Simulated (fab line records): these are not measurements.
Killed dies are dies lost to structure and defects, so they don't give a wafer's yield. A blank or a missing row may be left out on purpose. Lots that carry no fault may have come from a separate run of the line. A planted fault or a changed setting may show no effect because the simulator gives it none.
Split-lot study ; flow n5 finfet ; 21 wafers read across 7 lots, on a route 1938 steps long

## THE SPLIT
At N5_BEOL_M1_VIA_ETCH_34 (etches the open film in C4F6/O2, target depth 67.8 nm, time 64.4 s), the setting time s was moved away from the recipe's 64.4 s on 4 of the 21 wafers read, by -21.5% to +16.5%. All remaining wafers had this setting at the recipe value.

The reading is taken at the split's own step.

## THE READING
SOC_of_BEOL_M1_COAT_67.thk nm (the simulator's own value, which no gauge read), in nm, at N5_BEOL_M1_VIA_ETCH_34 (etches the open film in C4F6/O2, target depth 67.8 nm, time 64.4 s). There is no usual value for it anywhere in the file. Average 52.1 nm, standard deviation 0.26 nm, over the 17 wafers here run with the recipe.

wafer;tool, chamber at the split;time s as run, s;against the recipe;SOC_of_BEOL_M1_COAT_67.thk nm, nm;against lot-mates on the recipe
L076.3;rie diel-01, 2;52.55;-18.4%;53.4;+1.0
L076.4;rie diel-01, 0;64.4;recipe;52.4;-
L076.6;rie diel-01, 0;64.4;recipe;52.4;-
L077.1;rie diel-01, 2;64.4;recipe;52;-
L077.2;rie diel-01, 1;64.4;recipe;52.2;-
L077.6;rie diel-01, 0;64.4;recipe;52.4;-
L079.2;rie diel-03, 3;64.4;recipe;52.2;-
L079.4;rie diel-03, 0;64.4;recipe;52.4;-
L079.6;rie diel-03, 1;64.4;recipe;51.8;-
L081.2;rie diel-02, 0;64.4;recipe;52.4;-
L081.3;rie diel-02, 2;64.4;recipe;52;-
L081.6;rie diel-02, 0;50.55;-21.5%;54;+1.8
L080.1;rie diel-01, 1;75.03;+16.5%;51;-1.3
L080.4;rie diel-01, 2;64.4;recipe;52.2;-
L080.5;rie diel-01, 0;64.4;recipe;52.4;-
L084.2;rie diel-01, 3;64.4;recipe;51.6;-
L084.4;rie diel-01, 3;64.4;recipe;51.8;-
L084.6;rie diel-01, 0;64.4;recipe;52.2;-
L085.1;rie diel-01, 3;64.4;recipe;51.8;-
L085.3;rie diel-01, 2;73.9;+14.8%;50.6;-1.3
L085.6;rie diel-01, 3;64.4;recipe;52;-

THE FIT
A straight line over all 21 wafers: SOC_of_BEOL_M1_COAT_67.thk nm changes by -0.0812 nm for each +1% of time s; r = -0.93; the points scatter about the line by 0.26 nm.
The same after taking each lot's own level away (the mean of its wafers on the recipe; 21 wafers): -0.0758 nm for each +1%; r = -0.95; scatter 0.2 nm.
Per that fit: largest time s move, reading shift of 1.6 nm.
Across the lots, their own levels run from 51.87 to 52.40 nm, a range of 2.1 times the standard deviation given above.
So the lot-to-lot level changes the slope little: the two slopes agree.
Check: +1.49 nm against its lot-mates is what the line predicts for one of the wafers moved furthest among these (-21.5%) when that wafer is left out of the fit. Against them it came out at +1.8 nm.

## FURTHER SPLITS ON THESE WAFERS
Note: prior to the reading, these wafers also went through further splits. Each is held against what the fit with the lots' levels taken away leaves over:
other split on the same wafers;wafers away from the commonest value;r with SOC_of_BEOL_M1_COAT_67.thk nm (lot level and that fit taken away)
N5_BEOL_M1_COAT_05 spin rpm;7;+0.38

## THE WHOLE CHAIN: every reading that the file lists as answering this split, in the file's order
step;what it does;reading;change (the file's fit);r (the file's)
N5_BEOL_M1_VIA_ETCH_34;etches the open film in C4F6/O2, target depth 67.8 nm, time 64.4 s;etch.depth nm (the simulator's own value, which no gauge read);+0.652 nm for each +1% of the setting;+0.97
N5_BEOL_M1_VIA_ETCH_34;etches the open film in C4F6/O2, target depth 67.8 nm, time 64.4 s;SOC_of_BEOL_M1_COAT_67.thk nm (the simulator's own value, which no gauge read);-0.0757 nm for each +1% of the setting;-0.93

## FILE'S OWN FIT
SOC_of_BEOL_M1_COAT_67.thk nm changes by -0.0757 nm for each +1% of time s, r = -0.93.
